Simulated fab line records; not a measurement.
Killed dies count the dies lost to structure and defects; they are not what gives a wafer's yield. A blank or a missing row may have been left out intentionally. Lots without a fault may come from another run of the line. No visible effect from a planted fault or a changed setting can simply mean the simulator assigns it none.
Chamber matching | flow nand-harc | NHARC_A_ZERO_WELL_DESCUM_12 on rie-diel-08: 4 sister chambers
The step chemistry O2, time 3 s. 8 wafers are shown with their chamber, then 12 later ones without.

## WAFERS PAIRED WITH THEIR CHAMBERS
wafer  | chamber | drypump-motor-current-A (A) | oes-product-au (a.u.)
L083.1 | 2       | 6.0                         | 1.005
L084.6 | 2       | 6.1                         | 1.010
L086.3 | 0       | 6.0                         | 1.003
L087.1 | 1       | 6.5                         | 1.018
L087.6 | 1       | 6.5                         | 1.016
L090.1 | 3       | 4.9                         | 0.985
L090.3 | 0       | 6.0                         | 0.997
L090.6 | 3       | 4.9                         | 0.987

## WAFERS WHOSE CHAMBER IS MISSING
wafer  | drypump-motor-current-A (A) | oes-product-au (a.u.)
L089.1 | 4.9                         | 0.984
L089.4 | 6.5                         | 1.012
L089.5 | 6.0                         | 1.002
L092.2 | 6.0                         | 1.014
L092.3 | 6.5                         | 1.005
L092.4 | 4.9                         | 0.996
L093.3 | 6.0                         | 1.007
L093.5 | 6.0                         | 1.014
L093.6 | 6.5                         | 1.014
L095.1 | 6.1                         | 0.986
L095.5 | 6.1                         | 0.999
L095.6 | 6.5                         | 1.012

## THE CHAMBER EACH PASSED THROUGH
wafer  | from the rows above     | in truth
L089.1 | 3                       | 3
L089.4 | 1                       | 1
L089.5 | can't be placed: 0 or 2 | 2
L092.2 | 2                       | 2
L092.3 | 1                       | 1
L092.4 | 3                       | 3
L093.3 | can't be placed: 2 or 0 | 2
L093.5 | 2                       | 2
L093.6 | 1                       | 1
L095.1 | can't be placed: 0 or 2 | 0
L095.5 | can't be placed: 0 or 2 | 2
L095.6 | 1                       | 1
8 of 12 placed correctly. Cannot be placed on the basis of these rows: 4; the candidates contain the true chamber in 4. Placed wrongly: 0.
How it was worked out, from the rows above alone: a wafer's distance from a chamber is the root of the sum, over the readings, of the square of ((its reading less the chamber's mean) divided by the reading's scatter). If the next closest chamber is less than 2 further off than the closest, the wafer can't be placed; otherwise it belongs to the closest. Each chamber's mean is taken over the wafers shown for it. How the scatter is found: for the shown wafers, subtract from each reading the mean of its chamber, square and add these, divide the total by (wafers less chambers), then take the root.
